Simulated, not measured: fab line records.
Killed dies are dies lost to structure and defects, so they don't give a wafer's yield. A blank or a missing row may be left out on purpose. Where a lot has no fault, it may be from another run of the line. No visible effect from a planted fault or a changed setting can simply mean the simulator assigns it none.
fab line records | flow n5-finfet
[record] lots = 8 wafers = 24 last-day = 17
route steps=1938 shown HKMG_FIN@402 BEOL_M4@1111 PASSIVATION@1936
lots with no fault: from the same line, run without faults
start-h: start of the lot's first displayed wafer, in hours after the record's first day | wait-h: time in hours since the lot's previous step | " same as the row above | L1.1+2: a single row standing in for several wafers | - no value present, or no start provided | * or withheld: withheld | < > ~ a bound
route shown NAME@n: NAME is a module with steps in the file, n the number in the route of the first one | usual: mean/standard deviation of fault-free wafers | same: alike in all rows | chamber/n: place in a boat | sites: per-site readings | _std_site: the values' standard deviation | _edge_site: inner sites' mean taken away from outer sites' mean | radius-mm: for every site, how far away it sits from the centre of the wafer | mask NAME#n: copy n | behind: tool/chamber where the wafer was last shaped | hold: why the lot went on hold/how many hours it stayed there/how the hold came to an end | device: whichever transistor did not switch (one of n, p or np) | end of line: at the end of the route, the tests of the same wafers | a step without rows: its recipe alone | killed: dies that structure and defects cost at the first sort, which is not the same as the wafer's yield | map: a wafer's dies, marking killed ones x, the rest . and places with no die _
set.NAME: setting as actually run; set.NAME@STEP: the setting as run at that earlier step | model.NAME: the simulator's own value behind a step, which no gauge read
a sample of lots followed through the steps of the route, with each step as a table and each wafer as a row
services: a tool's chamber out of use, with start hour (start-h, from the record's first day; less than 0 if before it), hours out, and reason
[[steps]]
[step N5_HKMG_FIN_ETCH_54]
[recipe] chemistry = CF4 target = SiARC target-depth-a = 455 mask-material = CAR-ArF time-s = 75.8 ion-energy-ev = 80 pressure-mtorr = 40 source-w = 545 bias-w = 36 Ar_flow_sccm = 100 cf4-flow-sccm = 100 ends = cleared
[usual] drypump-motor-current-A = 6.0/0.53 etch-rf-on-time-s = 76.2/0.9 oes-product-au = 0.66/0.061 rf-vpp-V = 184.2/1.1 showerhead-plenum-p-Torr = 2.15/0.065 throttle-valve-pct = 15.64/0.17
// columns lot.wafer tool chamber start-h wait-h drypump-motor-current-A etch-rf-on-time-s oes-product-au rf-hours-counter-h rf-vpp-V showerhead-plenum-p-Torr throttle-valve-pct
L250.2 rie-diel-04 2 81.44 0.0 5.7 75.1 0.60 210 185.6 2.21 15.45
L250.3 " 0 " " 6.6 75.4 0.62 187 183.2 2.04 15.42
L250.5 " 2 " " 5.8 74.8 0.61 - 186.0 2.21 15.48
L253.3 rie-diel-05 2 98.08 0.0 6.6 75.7 0.69 113 184.7 2.15 15.57
L253.4 " 0 " " 5.6 77.3 0.73 54 183.9 2.09 15.39
L253.5 " 2 " " 6.6 76.4 0.69 - 185.6 2.15 15.56
L254.1 rie-diel-04 2 105.20 0.0 5.7 75.2 0.60 220 183.6 2.21 15.48
L254.2 " 0 " " 6.6 76.6 0.62 196 182.8 2.04 15.44
L254.6 " 3 " " 5.6 76.8 0.63 - 183.6 2.22 15.37
L256.2 rie-diel-04 1 121.55 0.0 5.7 74.8 0.69 107 185.8 2.15 15.80
L256.3 " 2 " " 5.7 75.9 0.59 228 184.6 2.20 15.50
L256.4 " 0 " " 6.6 77.0 0.61 205 183.0 2.04 15.47
L257.1 rie-diel-01 3 123.71 0.0 5.1 76.5 0.62 205 182.9 2.04 15.65
L257.3 " 2 " " 6.6 77.5 0.60 184 183.2 2.14 15.63
L257.6 " 0 " " 5.4 76.8 0.77 - 185.4 2.18 15.83
L265.2 rie-diel-01 0 169.38 0.0 5.4 76.1 0.74 55 184.6 2.18 15.86
L265.3 " 1 " " 6.6 76.3 0.73 60 185.0 2.18 15.86
L265.5 " 0 " " 5.4 76.5 0.75 - 183.9 2.18 15.85
L270.2 rie-diel-04 2 199.32 0.0 5.8 75.6 0.80 3 184.7 2.20 15.09
L270.4 " 3 " " 5.6 76.8 0.61 201 184.3 2.21 15.44
L270.6 " 1 " " 5.7 75.8 0.65 - 183.7 2.14 15.86
L272.2 rie-diel-01 2 215.03 0.0 6.6 77.8 0.59 208 184.4 2.13 15.70
L272.3 " 1 " " 6.6 76.4 0.73 68 183.0 2.17 15.87
L272.5 " 1 " " 6.6 76.9 0.73 - 185.2 2.18 15.88
[step N5_HKMG_FIN_ETCH_55]
[recipe] chemistry = N2/H2 target = SOC target-depth-a = 2400 temp-c = 40 time-s = 300 ion-energy-ev = 200 mask-material = SiARC pressure-mtorr = 30 source-w = 840 bias-w = 150 n2-flow-sccm = 200 h2-flow-sccm = 200
[usual] drypump-motor-current-A = 6.0/0.53 oes-product-au = 0.78/0.072 rf-vpp-V = 524.2/2.3 showerhead-plenum-p-Torr = 2.55/0.08 temp-c = 40.00/0.1 throttle-valve-pct = 17.82/0.23
// columns lot.wafer tool chamber start-h wait-h drypump-motor-current-A oes-product-au rf-hours-counter-h rf-vpp-V showerhead-plenum-p-Torr temp-c throttle-valve-pct
L250.2 rie-diel-04 2 81.49 0.0 5.8 0.70 210 526.3 2.63 40.06 17.61
L250.3 " 0 " " 6.6 0.72 188 520.0 2.42 39.94 17.61
L250.5 " 2 " " 5.7 0.70 - 526.0 2.63 40.17 17.62
L253.3 rie-diel-05 2 98.14 0.0 6.6 0.80 113 525.1 2.56 39.90 17.72
L253.4 " 0 " " 5.6 0.86 54 521.0 2.47 40.19 17.47
L253.5 " 2 " " 6.6 0.81 - 525.1 2.56 40.02 17.72
L254.1 rie-diel-04 2 105.26 0.0 5.8 0.69 220 525.5 2.62 40.14 17.64
L254.2 " 0 " " 6.6 0.72 197 521.2 2.42 40.00 17.63
L254.6 " 3 " " 5.7 0.75 - 527.4 2.64 39.87 17.52
L256.2 rie-diel-04 1 121.61 0.0 5.7 0.81 108 524.4 2.56 39.89 18.10
L256.3 " 2 " " 5.7 0.69 228 526.0 2.62 39.94 17.65
L256.4 " 0 " " 6.6 0.71 206 520.5 2.41 40.06 17.64
L257.1 rie-diel-01 3 123.76 0.0 5.1 0.73 205 519.6 2.41 40.00 17.80
L257.3 " 2 " " 6.6 0.72 184 524.7 2.52 40.11 17.78
L257.6 " 0 " " 5.5 0.90 - 525.7 2.59 40.02 18.05
L265.2 rie-diel-01 0 169.43 0.0 5.5 0.88 55 525.3 2.58 39.94 18.09
L265.3 " 1 " " 6.6 0.87 60 525.2 2.58 40.05 18.22
L265.5 " 0 " " 5.5 0.87 - 525.4 2.58 39.87 18.05
L270.2 rie-diel-04 2 199.38 0.0 5.7 0.91 3 526.1 2.61 39.99 17.32
L270.4 " 3 " " 5.7 0.71 202 526.8 2.62 40.21 17.58
L270.6 " 1 " " 5.7 0.78 - 524.4 2.55 39.85 18.15
L272.2 rie-diel-01 2 215.09 0.0 6.6 0.70 208 524.5 2.51 39.92 17.82
L272.3 " 1 " " 6.6 0.86 68 525.2 2.58 40.03 18.24
L272.5 " 1 " " 6.6 0.85 - 523.7 2.58 39.81 18.24
[step N5_HKMG_FIN_CVD_62]
[recipe] material = a-Si target-thk-a = 30 temp-c = 500 precursor = Si2H6 pressure-torr = 1 time-s = 20.8
[usual] heater-power-w = 1395/86
// columns lot.wafer tool chamber start-h wait-h heater-power-w
L250.2 thermal-cvd-si-01 0 83.13 0.2 1428
L250.3 " 1 " " 1410
L250.5 " 1 " " 1425
L253.3 thermal-cvd-si-02 2 99.77 0.2 1402
L253.4 " 2 " " 1404
L253.5 " 1 " " 1242
L254.1 thermal-cvd-si-01 2 106.90 0.2 1527
L254.2 " 0 " " 1437
L254.6 " 0 " " 1425
L256.2 thermal-cvd-si-01 1 123.25 0.2 1404
L256.3 " 2 " " 1478
L256.4 " 2 " " 1522
L257.1 thermal-cvd-si-02 2 125.50 0.2 1390
L257.3 " 1 " " 1225
L257.6 " 2 " " 1386
L265.2 thermal-cvd-si-02 1 171.07 0.2 1239
L265.3 " 2 " " 1419
L265.5 " 2 " " 1443
L270.2 thermal-cvd-si-01 0 201.02 0.2 1426
L270.4 " 1 " " 1408
L270.6 " 0 " " 1416
L272.2 thermal-cvd-si-01 0 216.73 0.2 1436
L272.3 " 1 " " 1433
L272.5 " 1 " " 1388
[step N5_HKMG_FIN_PWFM_ALD_03]
[recipe] material = TiN target-thk-a = 20 temp-c = 400 ald-precursor-family = TiCl4 ald-co-reactant = NH3 pulse-time-s = 1 purge-time-s = 3 co-reactant-purge-time-s = 2 co-reactant-pulse-time-s = 2 ald-cycles = 91 pressure-torr = 3
[usual] ald-cycles = 91/0 heater-power-w = 870/68 precursor-pulse-height-rel = 0.999/0.022
[same] co-reactant-pulse-time-s = 2
// columns lot.wafer tool chamber start-h wait-h ald-cycles heater-power-w precursor-pulse-height-rel
L250.2 ald-metal-03 0 83.84 0.0 91 853 0.968
L250.3 " 1 " " 91 829 0.995
L250.5 " 1 " " 91 819 0.996
L253.3 ald-metal-04 0 100.49 0.0 91 988 0.978
L253.4 " 2 " " 91 794 0.970
L253.5 " 2 " " 91 803 1.003
L254.1 ald-metal-04 1 107.76 0.0 91 779 1.025
L254.2 " 3 " " 91 947 0.996
L254.6 " 3 " " 91 954 1.044
L256.2 ald-metal-03 1 123.97 0.0 91 805 1.034
L256.3 " 0 " " 91 844 0.993
L256.4 " 3 " " 91 951 0.998
L257.1 ald-metal-03 3 126.36 0.1 91 990 0.987
L257.3 " 2 " " 91 866 0.979
L257.6 " 1 " " 91 810 0.994
L265.2 ald-metal-03 2 171.79 0.0 54 849 1.012
L265.3 " 3 " " 54 985 0.992
L265.5 " 1 " " 54 820 1.004
L270.2 ald-metal-03 1 201.79 0.0 54 822 0.978
L270.4 " 0 " " 91 844 0.959
L270.6 " 0 " " 91 846 0.971
L272.2 ald-metal-01 2 217.45 0.0 91 896 0.970
L272.3 " 0 " " 91 743 1.011
L272.5 " 0 " " 91 750 1.004
[step N5_BEOL_M4_RC_MEAS_101]
[usual] DIBL_N = 36.3/1.2 DIBL_P = 36.1/1.6 IOFF_N = 0.161/0.023 IOFF_P = 0.209/0.027 IOFF_P_85C = 3.6/0.4 IOFF_P_LIN = 0.100/0.01 IOFF_P_LONG = 0.000107/9e-06 ION_N = 676/8.9 ION_P = 462/5.3 SS_N = 71.5/0.51 SS_P = 73.2/0.5 VT_N = 249.1/2.5 VT_P = -249.9/2.8 VT_P_LONG = -275.2/2.9 VT_P_LVT = -99.0/2.4
// columns lot.wafer tool chamber start-h wait-h DIBL_N[mV/V] DIBL_P[mV/V] IOFF_N[nA/um] IOFF_P[nA/um] IOFF_P_85C[nA/um] IOFF_P_LIN[nA/um] IOFF_P_LONG[nA/um] ION_N[uA/um] ION_P[uA/um] SS_N[mV/dec] SS_P[mV/dec] VT_N[mV] VT_P[mV] VT_P_LONG[mV] VT_P_LVT[mV]
L250.2 prober-01 0 176.29 0.2 36.1 35.6 0.155 0.203 3.5 0.098 0.000102 683 462 71.5 72.9 248.2 -249.9 -276.3 -98.4
L250.3 " 0 " " 35.8 36.2 0.145 0.211 3.6 0.101 0.000109 671 461 70.9 72.7 248.5 -250.4 -274.0 -97.9
L250.5 " 0 " " 37.7 38.1 0.185 0.249 4.2 0.113 0.000104 689 471 71.6 73.9 246.0 -247.5 -274.8 -95.3
L253.3 prober-02 0 185.41 0.3 35.5 34.7 0.126 0.169 3.0 0.083 9.7e-05 658 450 70.6 72.4 250.9 -255.3 -281.1 -101.2
L253.4 " 0 " " 34.8 33.8 0.121 0.164 3.0 0.084 0.0001 664 457 69.9 72.7 252.8 -255.6 -278.7 -101.0
L253.5 " 0 " " 36.0 35.1 0.137 0.182 3.1 0.090 0.000103 672 459 70.4 72.3 252.8 -254.5 -276.9 -100.8
L254.1 prober-02 0 196.58 0.0 37.6 36.7 0.184 0.262 4.5 0.124 0.00013 682 471 71.5 73.2 245.7 -246.9 -269.7 -94.1
L254.2 " 0 " " 36.4 36.1 0.168 0.241 4.2 0.116 0.000132 686 468 71.5 73.4 247.2 -244.0 -267.3 -94.9
L254.6 " 0 " " 37.9 37.3 0.192 0.272 4.6 0.127 0.000131 678 465 71.8 73.4 248.0 -243.8 -266.5 -93.4
L257.1 prober-02 0 206.31 0.0 36.9 34.3 0.153 0.203 3.6 0.101 0.000107 670 467 71.5 73.2 249.4 -248.5 -274.0 -97.2
L257.3 " 0 " " 37.7 35.4 0.170 0.221 3.9 0.107 0.000103 667 462 71.7 72.8 247.7 -248.0 -273.5 -96.3
L257.6 " 0 " " 36.9 34.6 0.166 0.202 3.6 0.099 0.000103 674 459 71.5 72.8 250.3 -252.3 -275.4 -97.6
L256.2 prober-01 0 211.89 0.2 34.3 34.7 0.129 0.158 2.9 0.080 9.6e-05 664 450 71.2 73.6 252.9 -256.2 -277.9 -103.6
L256.3 " 0 " " 35.1 35.5 0.140 0.175 3.2 0.087 9.9e-05 679 461 71.3 73.3 248.6 -252.5 -278.3 -102.7
L256.4 " 0 " " 35.0 35.4 0.140 0.171 3.1 0.085 9.5e-05 663 454 71.4 73.3 249.8 -253.8 -279.0 -102.0
L265.2 prober-01 0 256.72 0.2 36.9 35.3 0.150 0.053 1.2 0.026 4.9e-05 673 406 70.5 72.4 250.0 -285.0 -309.7 -136.1
L265.3 " 0 " " 38.1 37.1 0.188 0.063 1.4 0.029 5.2e-05 676 402 71.6 73.1 248.3 -283.0 -310.2 -133.1
L265.5 " 0 " " 38.1 36.7 0.179 0.059 1.3 0.028 5.1e-05 674 410 71.6 73.3 246.3 -288.1 -311.5 -133.2
L270.2 prober-02 0 284.75 0.2 34.3 35.7 0.117 0.055 1.2 0.027 6.1e-05 663 408 71.9 72.9 254.0 -287.2 -307.7 -135.9
L270.4 " 0 " " 35.8 36.9 0.135 0.214 3.8 0.103 0.000112 666 463 71.0 73.7 254.6 -249.9 -275.0 -99.5
L270.6 " 0 " " 36.0 37.6 0.138 0.222 3.9 0.105 0.000113 673 467 71.6 73.1 254.9 -250.0 -273.3 -98.6
L272.2 prober-01 0 310.37 0.2 37.1 36.4 0.166 0.217 3.9 0.105 0.000107 679 465 71.8 73.3 250.1 -246.2 -276.3 -99.3
L272.3 " 0 " " 36.0 35.6 0.143 0.202 3.6 0.100 0.000109 674 463 71.9 73.1 250.6 -248.4 -276.0 -100.4
L272.5 " 0 " " 35.0 34.3 0.132 0.178 3.3 0.091 0.000108 662 457 71.6 73.4 251.1 -248.6 -274.2 -101.9
[step N5_PASSIVATION_PROBE_49]
[usual] defect-limited-yield = 91.3/1.5 killed_at_M0_to_M3 = 35/10 killed_at_M4_up = 13/5.3 killed-at-contacts = 12/5.7 killed-at-front-end = 39/11 killed-at-other = 3.3/2.7 killed-dies = 102/18 killed-open = 67/13 killed-short = 34/7.8 sort_bin_5_function = 5.1/1 sort_bin_6_memory = 3.3/0.68 sort_bin_8_speed = 0/0 sort-n-pass = 1078/18 sort-yield-pct = 91.3/1.5
[same] gross-dies = 1180 killed-at-back-side = 0 sort_bin_4_leakage[%] = 0
// columns lot.wafer tool chamber start-h wait-h defect-limited-yield[%] killed_at_M0_to_M3 killed_at_M4_up killed-at-contacts killed-at-front-end killed-at-other killed-dies killed-open killed-short sort_bin_5_function[%] sort_bin_6_memory[%] sort_bin_8_speed[%] sort-n-pass sort-yield-pct[%]
L250.2 prober-01 - 274.00 0.1 89.9 27 19 10 58 5 119 76 37 5.1 4.6 0 1061 89.9
L250.3 prober-01 - 274.05 0.1 91.9 26 13 7 46 3 95 69 24 5.0 3.0 0 1085 91.9
L250.5 prober-01 - 274.15 0.2 88.4 57 13 8 57 2 137 102 33 7.5 4.0 0 1043 88.4
L253.3 prober-02 - 277.27 0.1 92.6 28 14 14 26 5 87 66 19 4.7 2.5 0 1093 92.6
L253.4 prober-02 - 277.32 0.2 93.2 26 9 12 30 3 80 52 28 4.2 2.4 0 1100 93.2
L253.5 prober-02 - 277.37 0.2 94.7 15 8 6 31 2 62 39 23 3.1 2.0 0 1118 94.7
L254.1 prober-01 - 290.76 0.0 92.6 23 17 9 32 6 87 53 32 4.9 2.1 0 1093 92.6
L254.2 prober-01 - 290.81 0.1 91.9 34 15 18 24 4 95 62 32 4.0 3.9 0 1085 91.9
L254.6 prober-01 - 291.01 0.3 90.8 28 16 20 38 6 108 68 37 5.4 3.3 0 1072 90.8
L257.1 prober-01 - 306.99 0.0 92.9 34 4 6 37 3 84 54 29 4.2 2.8 0 1096 92.9
L257.3 prober-01 - 307.09 0.1 91.8 40 9 15 32 1 97 69 27 4.9 3.1 0 1083 91.8
L257.6 prober-01 - 307.24 0.3 92.5 35 5 4 40 4 88 56 32 3.7 3.6 0 1092 92.5
L256.2 prober-01 - 309.01 0.1 90.2 29 21 21 43 2 116 88 28 6.0 3.3 0 1064 90.2
L256.3 prober-01 - 309.06 0.1 90.8 19 13 24 47 5 108 75 32 4.5 4.3 0 1072 90.8
L256.4 prober-01 - 309.11 0.2 91.8 16 16 18 45 2 97 71 25 4.2 4.0 0 1083 91.8
L265.2 prober-02 - 358.53 0.1 91.1 51 14 8 32 0 105 61 41 5.3 3.3 91.10 0 0
L265.3 prober-02 - 358.58 0.1 91.9 56 5 5 29 0 95 67 26 4.4 3.4 91.78 2 0.2
L265.5 prober-02 - 358.68 0.2 93.1 32 7 10 27 6 82 51 29 4.2 2.7 93.05 0 0
L270.2 prober-01 - 389.17 0.1 92.2 22 18 10 35 7 92 57 33 4.8 2.5 92.03 2 0.2
L270.4 prober-01 - 389.27 0.2 89.7 34 19 13 51 5 122 83 36 6.4 3.4 0 1058 89.7
L270.6 prober-01 - 389.37 0.3 90.9 26 16 7 52 6 107 67 38 5.0 3.6 0 1073 90.9
L272.2 prober-02 - 408.24 0.1 88.9 29 11 10 70 11 131 91 39 6.7 4.1 0 1049 88.9
L272.3 prober-02 - 408.29 0.1 91.5 27 20 14 34 5 100 65 34 4.8 3.1 0 1080 91.5
L272.5 prober-02 - 408.39 0.2 90.6 24 16 9 58 4 111 62 48 5.3 3.6 0 1069 90.6
// killed by level:class
L250.2 FIN_SAQP:geometric-particle:open=21 STI_FIN_REVEAL:geometric-particle:open=12 BEOL_M4:geometric-particle:open=10 FIN_SAQP:geometric-particle:short=9 MOL_CONTACT_COAG:geometric-particle:short=5 MOL_CONTACT_COAG:geometric-particle:open=5 BEOL_M3:geometric-particle:open=5 BEOL_M0_SAQP:geometric-particle:open=4
L250.3 FIN_SAQP:geometric-particle:open=13 BEOL_M2:geometric-particle:open=12 STI_FIN_REVEAL:geometric-particle:open=11 FIN_SAQP:geometric-particle:short=9 BEOL_M3:geometric-particle:open=8 BEOL_M4:geometric-particle:open=8 MOL_CONTACT_COAG:geometric-particle:open=7 STI_FIN_REVEAL:geometric-particle:short=4
L250.5 FIN_SAQP:geometric-particle:open=24 BEOL_M3:geometric-particle:open=12 BEOL_M0_SAQP:geometric-particle:open=11 BEOL_M2:geometric-particle:open=11 BEOL_M0:geometric-particle:open=9 FIN_SAQP:geometric-particle:short=6 BEOL_M4:geometric-particle:open=6 DUMMY_GATE:geometric-particle:open=5
L253.3 MOL_CONTACT_COAG:geometric-particle:open=11 BEOL_M0_SAQP:geometric-particle:open=9 STI_FIN_REVEAL:geometric-particle:open=6 BEOL_M2:geometric-particle:open=6 BEOL_M0:geometric-particle:open=4 BEOL_M3:geometric-particle:open=4 BEOL_M5:geometric-particle:short=4 FIN_SAQP:geometric-particle:open=3
L253.4 MOL_CONTACT_COAG:geometric-particle:open=11 FIN_SAQP:geometric-particle:short=8 BEOL_M2:geometric-particle:open=8 FIN_SAQP:geometric-particle:open=7 BEOL_M0_SAQP:geometric-particle:short=6 BEOL_M0_SAQP:geometric-particle:open=5 STI_FIN_REVEAL:geometric-particle:open=4 BEOL_M2:geometric-particle:short=3
L253.5 FIN_SAQP:geometric-particle:open=9 BEOL_M4:geometric-particle:open=7 FIN_SAQP:geometric-particle:short=4 STARTING-WAFER:geometric-particle:open=4 BEOL_M3:geometric-particle:open=4 STI_FIN_REVEAL:geometric-particle:open=3 GATE_CUT:geometric-particle:short=3 MOL_CONTACT_COAG:geometric-particle:open=3
L254.1 FIN_SAQP:geometric-particle:short=8 FIN_SAQP:geometric-particle:open=7 MOL_CONTACT_COAG:geometric-particle:open=6 BEOL_M1:geometric-particle:open=6 BEOL_M0_SAQP:geometric-particle:open=5 STARTING-WAFER:geometric-particle:short=4 GATE_CUT:geometric-particle:short=4 DUMMY_GATE:geometric-particle:open=3
L254.2 MOL_CONTACT_COAG:geometric-particle:open=11 BEOL_M1:geometric-particle:open=10 MOL_CONTACT_COAG:geometric-particle:short=7 BEOL_M0_SAQP:geometric-particle:open=7 FIN_SAQP:geometric-particle:short=6 BEOL_M4:geometric-particle:open=6 BEOL_M3:geometric-particle:open=5 STARTING-WAFER:geometric-particle:open=5
L254.6 FIN_SAQP:geometric-particle:open=13 MOL_CONTACT_COAG:geometric-particle:open=10 MOL_CONTACT_COAG:geometric-particle:short=10 STI_FIN_REVEAL:geometric-particle:open=7 FIN_SAQP:geometric-particle:short=6 BEOL_M1:geometric-particle:open=6 BEOL_M2:geometric-particle:open=6 BEOL_M0:geometric-particle:short=5
L257.1 BEOL_M2:geometric-particle:open=14 DUMMY_GATE:geometric-particle:open=7 FIN_SAQP:geometric-particle:open=6 FIN_SAQP:geometric-particle:short=5 MOL_CONTACT_COAG:geometric-particle:open=5 BEOL_M0_SAQP:geometric-particle:open=5 BEOL_M1:geometric-particle:open=5 SPACER0:geometric-particle:open=4
L257.3 MOL_CONTACT_COAG:geometric-particle:open=13 BEOL_M0_SAQP:geometric-particle:short=12 BEOL_M0_SAQP:geometric-particle:open=10 BEOL_M2:geometric-particle:open=9 FIN_SAQP:geometric-particle:open=7 BEOL_M1:geometric-particle:open=5 BEOL_M4:geometric-particle:open=5 STI_FIN_REVEAL:geometric-particle:open=4
L257.6 STI_FIN_REVEAL:geometric-particle:open=11 BEOL_M2:geometric-particle:open=11 FIN_SAQP:geometric-particle:open=9 BEOL_M0_SAQP:geometric-particle:short=9 BEOL_M0_SAQP:geometric-particle:open=7 DUMMY_GATE:geometric-particle:open=5 STARTING-WAFER:geometric-particle:short=4 STI_FIN_REVEAL:geometric-particle:short=3
L256.2 MOL_CONTACT_COAG:geometric-particle:open=16 FIN_SAQP:geometric-particle:open=14 BEOL_M2:geometric-particle:open=12 BEOL_M4:geometric-particle:open=11 DUMMY_GATE:geometric-particle:open=7 BEOL_M0_SAQP:geometric-particle:short=7 BEOL_M0_SAQP:geometric-particle:open=6 GATE_CUT:geometric-particle:open=5
L256.3 MOL_CONTACT_COAG:geometric-particle:open=21 FIN_SAQP:geometric-particle:open=16 FIN_SAQP:geometric-particle:short=9 STI_FIN_REVEAL:geometric-particle:open=7 BEOL_M0_SAQP:geometric-particle:open=5 BEOL_M4:geometric-particle:short=5 BEOL_M4:geometric-particle:open=4 BEOL_M0_SAQP:geometric-particle:short=4
L256.4 FIN_SAQP:geometric-particle:open=15 MOL_CONTACT_COAG:geometric-particle:open=14 STI_FIN_REVEAL:geometric-particle:open=7 BEOL_M4:geometric-particle:open=7 BEOL_M0_SAQP:geometric-particle:open=6 DUMMY_GATE:geometric-particle:open=5 BEOL_M4:geometric-particle:short=5 GATE_CUT:geometric-particle:open=4
L265.2 BEOL_M2:geometric-particle:open=11 BEOL_M3:geometric-particle:open=9 FIN_SAQP:geometric-particle:short=8 BEOL_M0_SAQP:geometric-particle:short=8 FIN_SAQP:geometric-particle:open=7 BEOL_M3:geometric-particle:short=7 BEOL_M0_SAQP:geometric-particle:open=6 BEOL_M4:geometric-particle:open=6
L265.3 BEOL_M0_SAQP:geometric-particle:open=16 BEOL_M3:geometric-particle:open=10 BEOL_M1:geometric-particle:open=8 BEOL_M2:geometric-particle:open=8 FIN_SAQP:geometric-particle:short=7 BEOL_M0_SAQP:geometric-particle:short=7 FIN_SAQP:geometric-particle:open=5 DUMMY_GATE:geometric-particle:open=5
L265.5 MOL_CONTACT_COAG:geometric-particle:open=7 BEOL_M0_SAQP:geometric-particle:open=7 BEOL_M3:geometric-particle:open=7 BEOL_M4:geometric-particle:open=6 STARTING-WAFER:geometric-particle:short=6 BEOL_M0_SAQP:geometric-particle:short=5 STI_FIN_REVEAL:geometric-particle:open=4 DUMMY_GATE:geometric-particle:open=4
L270.2 FIN_SAQP:geometric-particle:open=8 MOL_CONTACT_COAG:geometric-particle:open=8 FIN_SAQP:geometric-particle:short=6 GATE_CUT:geometric-particle:short=6 BEOL_M0_SAQP:geometric-particle:open=6 BEOL_M1:geometric-particle:open=6 BEOL_M4:geometric-particle:open=5 BEOL_M5:geometric-particle:open=5
L270.4 FIN_SAQP:geometric-particle:open=14 BEOL_M1:geometric-particle:open=14 STI_FIN_REVEAL:geometric-particle:open=10 MOL_CONTACT_COAG:geometric-particle:open=10 BEOL_M0_SAQP:geometric-particle:short=7 BEOL_M4:geometric-particle:open=6 FIN_SAQP:geometric-particle:short=5 DUMMY_GATE:geometric-particle:open=5
L270.6 FIN_SAQP:geometric-particle:open=14 FIN_SAQP:geometric-particle:short=8 BEOL_M1:geometric-particle:open=8 STI_FIN_REVEAL:geometric-particle:open=7 BEOL_M4:geometric-particle:open=7 DUMMY_GATE:geometric-particle:open=6 BEOL_M0_SAQP:geometric-particle:short=6 MOL_CONTACT_COAG:geometric-particle:open=4
L272.2 FIN_SAQP:geometric-particle:open=15 STI_FIN_REVEAL:geometric-particle:open=15 GATE_CUT:geometric-particle:open=12 BEOL_M2:geometric-particle:open=11 MOL_CONTACT_COAG:geometric-particle:open=10 MIM_TOP_ETCH:geometric-particle:open=8 STARTING-WAFER:geometric-particle:short=8 GATE_CUT:geometric-particle:short=7
L272.3 BEOL_M4:geometric-particle:open=12 MOL_CONTACT_COAG:geometric-particle:open=11 FIN_SAQP:geometric-particle:short=8 BEOL_M0_SAQP:geometric-particle:short=8 BEOL_M0_SAQP:geometric-particle:open=7 FIN_SAQP:geometric-particle:open=6 BEOL_M2:geometric-particle:open=6 STI_FIN_REVEAL:geometric-particle:open=5
L272.5 FIN_SAQP:geometric-particle:short=14 FIN_SAQP:geometric-particle:open=10 STI_FIN_REVEAL:geometric-particle:open=10 MOL_CONTACT_COAG:geometric-particle:open=7 DUMMY_GATE:geometric-particle:open=6 GATE_CUT:geometric-particle:short=6 BEOL_M4:geometric-particle:short=5 STARTING-WAFER:geometric-particle:short=5
[[services]]
// columns tool chamber start-h hours kind
ald-metal-03 - 64.14 1.8 repair
rie-diel-01 - 88.48 28.1 pm
rie-diel-04 - 101.30 0.5 repair
ald-metal-01 - 112.91 0.6 repair
rie-diel-05 2 119.71 1.5 repair
ald-metal-03 - 131.62 0.8 repair
ald-metal-03 - 159.25 6.0 pm
rie-diel-04 1 160.26 9.4 repair
rie-diel-05 1 168.24 - clean
rie-diel-05 1 168.24 - consumable-replace:esc
rie-diel-05 1 168.24 - consumable-replace:focus-ring
rie-diel-05 1 168.24 23.1 scheduled-down
rie-diel-05 1 168.24 23.1 vent-cycle
ald-metal-01 - 173.87 2.8 pm
rie-diel-04 2 175.20 - clean
rie-diel-04 2 175.20 - consumable-replace:focus-ring
rie-diel-04 2 175.20 17.6 scheduled-down
rie-diel-04 2 175.20 17.6 vent-cycle
ald-metal-03 1 179.37 12.1 repair
rie-diel-01 - 182.64 29.3 repair
ald-metal-01 2 195.64 10.1 repair
rie-diel-04 2 210.03 5.3 repair
thermal-cvd-si-02 - 212.44 28.1 pm
rie-diel-04 1 217.31 5.0 repair
[[key]]
[first-sign] step = N5_HKMG_FIN_PWFM_ALD_03 reading = ald-cycles direction = down sigmas = 99+ usual = * struck = *
[effect] step = N5_BEOL_M4_RC_MEAS_101 reading = VT_P_LVT direction = down sigmas = 15 usual = -99.0 struck = -134.6
[effect] step = N5_BEOL_M4_RC_MEAS_101 reading = VT_P direction = down sigmas = 13 usual = -249.9 struck = -285.8
[effect] step = N5_BEOL_M4_RC_MEAS_101 reading = VT_P_LONG direction = down sigmas = 12 usual = -275.2 struck = -309.8
[effect] step = N5_BEOL_M4_RC_MEAS_101 reading = ION_P direction = down sigmas = 10 usual = 462 struck = 407
[effect] step = N5_BEOL_M4_RC_MEAS_101 reading = IOFF_P_LIN direction = down sigmas = 7 usual = 0.100 struck = 0.027
[effect] step = N5_BEOL_M4_RC_MEAS_101 reading = IOFF_P_LONG direction = down sigmas = 5.9 usual = 0.000107 struck = 5.3e-05
[effect] step = N5_BEOL_M4_RC_MEAS_101 reading = IOFF_P_85C direction = down sigmas = 5.9 usual = 3.6 struck = 1.3
[effect] step = N5_BEOL_M4_RC_MEAS_101 reading = IOFF_P direction = down sigmas = 5.6 usual = 0.209 struck = 0.058
[effect] step = N5_PASSIVATION_PROBE_49 reading = sort_bin_8_speed direction = up sigmas = 99+ usual = 0 struck = 91.99
met-at N5_HKMG_FIN_PWFM_ALD_03
struck-lots L265,L270
struck-wafers L265.2,L265.3,L265.5,L270.2
not-acting-at N5_HKMG_FIN_ETCH_54,N5_HKMG_FIN_ETCH_55,N5_HKMG_FIN_CVD_62
onset-between 126.36 171.79
[fault] kind = process-parameter-drift tool = ald-metal-03 chamber = - onset-h = 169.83 steps = N5_HKMG_FIN_PWFM_ALD_03 channel = ald-cycles offset = * shape = step end-h = 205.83 scope = struck-wafers-only acts-in = * stated = *
